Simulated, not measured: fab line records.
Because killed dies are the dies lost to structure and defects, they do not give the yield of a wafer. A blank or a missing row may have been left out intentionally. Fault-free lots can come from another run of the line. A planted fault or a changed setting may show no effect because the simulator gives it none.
The tool behind it: which one? :: flow n5 finfet :: route of 1938 steps, sampled at 1 step: 12 lots, 36 wafers

## WHAT EACH GAUGE READ, for each wafer
N5_BEOL_M13_INSPECT_55: inspects for defects (darkfield).
lot: L075
measured: day 11 07:34
on: defect inspect-02
raw defect count: 69 52 48

lot: L078
measured: day 11 09:47
on: defect inspect-02
raw defect count: 53 79 40

lot: L079
measured: day 12 02:04
on: defect inspect-02
raw defect count: 121 72 105

lot: L082
measured: day 12 12:59
on: defect inspect-01
raw defect count: 80 70 57

lot: L083
measured: day 12 22:49
on: defect inspect-01
raw defect count: 68 56 73

lot: L084
measured: day 13 17:55
on: defect inspect-01
raw defect count: 66 61 49

lot: L086
measured: day 14 11:23
on: defect inspect-01
raw defect count: 101 104 94

lot: L090
measured: day 14 12:55
on: defect inspect-01
raw defect count: 63 88 64

lot: L091
measured: day 15 05:07
on: defect inspect-01
raw defect count: 69 79 68

lot: L094
measured: day 15 16:37
on: defect inspect-02
raw defect count: 78 60 52

lot: L095
measured: day 16 02:21
on: defect inspect-02
raw defect count: 35 47 38

lot: L097
measured: day 16 23:04
on: defect inspect-02
raw defect count: 73 97 149

## TOOL THAT RAN EACH LOT (tool first, then ch and the chambers of the sampled wafers, then the start)
No process step before these readings appears in the record.

## THE ANSWER, worked out from the rows above alone
Rule: what is usual is taken from the lots themselves. Put in order of their means at a reading, lots are off if they are a third of the lots or fewer, leave a main group of 4 or more, and stand apart from it by a gap of 3 or more times the standard deviation of the main group's means; of several such gaps the widest counts. If all means in a main group match to the digits the tables above print for the reading, that group is not used. Also off: a lot with no number at a reading for which 4 or more lots have one. The other lots that the step has rows for count as sound.
Across all readings shown, no lot is off: no conclusion can be drawn from this.

## WHAT HAD BEEN PUT IN BY THE SIMULATOR
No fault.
